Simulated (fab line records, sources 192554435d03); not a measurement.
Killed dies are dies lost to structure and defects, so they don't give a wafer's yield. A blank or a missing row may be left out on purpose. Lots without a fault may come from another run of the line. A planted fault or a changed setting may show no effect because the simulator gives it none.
Chamber matching | flow n5_finfet | N5_BEOL_M0_CUTY_ETCH_62 on rie_diel-06: 4 sister chambers
The step etches SiARC in CF4, time 58.5 s. 16 wafers are shown with their chamber, then 8 later ones without.

WAFERS WITH THEIR CHAMBER
wafer  | chamber | showerhead_plenum_p_Torr (Torr) | drypump_motor_current_A (A) | oes_product_au (a.u.)
L077.1 | 0       | 2.27                            | 5.0                         | 0.78
L077.2 | 1       | 2.11                            | 5.1                         | 0.58
L077.3 | 3       | 2.21                            | 6.7                         | 0.60
L081.3 | 2       | 2.04                            | 6.4                         | 0.60
L081.4 | 3       | 2.21                            | 6.6                         | 0.60
L081.5 | 1       | 2.11                            | 5.1                         | 0.58
L083.2 | 3       | 2.21                            | 6.6                         | 0.60
L083.5 | 0       | 2.27                            | 4.9                         | 0.77
L083.6 | 1       | 2.11                            | 5.1                         | 0.58
L084.1 | 1       | 2.11                            | 5.1                         | 0.58
L084.3 | 0       | 2.27                            | 5.0                         | 0.76
L084.5 | 3       | 2.20                            | 6.6                         | 0.60
L090.1 | 2       | 2.04                            | 6.4                         | 0.60
L090.2 | 0       | 2.26                            | 5.0                         | 0.75
L090.3 | 3       | 2.20                            | 6.6                         | 0.60
L090.4 | 3       | 2.20                            | 6.6                         | 0.59

SIGNATURES (means of the wafers above)
reading                  | chamber 0 | chamber 1 | chamber 2 | chamber 3 | scatter within a chamber
showerhead_plenum_p_Torr | 2.2675    | 2.1100    | 2.0400    | 2.2050    | 0.00433
drypump_motor_current_A  | 4.975     | 5.100     | 6.400     | 6.617     | 0.0363
oes_product_au           | 0.7650    | 0.5800    | 0.6000    | 0.5983    | 0.00697
Rule: a wafer's distance from a chamber is the root of the sum, over the readings, of the square of ((its reading less the chamber's mean) divided by the reading's scatter). The wafer belongs to the nearest chamber; if the next one is less than 2 further off, it can't be placed. The scatter: the root of (the sum of the squares of (reading less its chamber's mean) over the shown wafers, divided by (wafers less chambers)).

WAFERS WITHOUT THEIR CHAMBER
wafer  | showerhead_plenum_p_Torr (Torr) | drypump_motor_current_A (A) | oes_product_au (a.u.)
L090.5 | 2.04                            | 6.4                         | 0.61
L090.6 | 2.26                            | 5.0                         | 0.75
L093.1 | 2.04                            | 6.5                         | 0.59
L093.2 | 2.26                            | 5.0                         | 0.75
L093.6 | 2.26                            | 5.0                         | 0.74
L095.1 | 2.11                            | 5.1                         | 0.82
L095.3 | 2.04                            | 6.4                         | 0.59
L095.4 | 2.26                            | 5.0                         | 0.74

WHICH CHAMBER EACH WENT THROUGH
wafer  | from the rows above | in truth
L090.5 | 2                   | 2
L090.6 | 0                   | 0
L093.1 | 2                   | 2
L093.2 | 0                   | 0
L093.6 | 0                   | 0
L095.1 | 1                   | 1
L095.3 | 2                   | 2
L095.4 | 0                   | 0
Placed correctly: 8 of 8. Can't be placed from these rows: 0. Placed wrongly: 0.
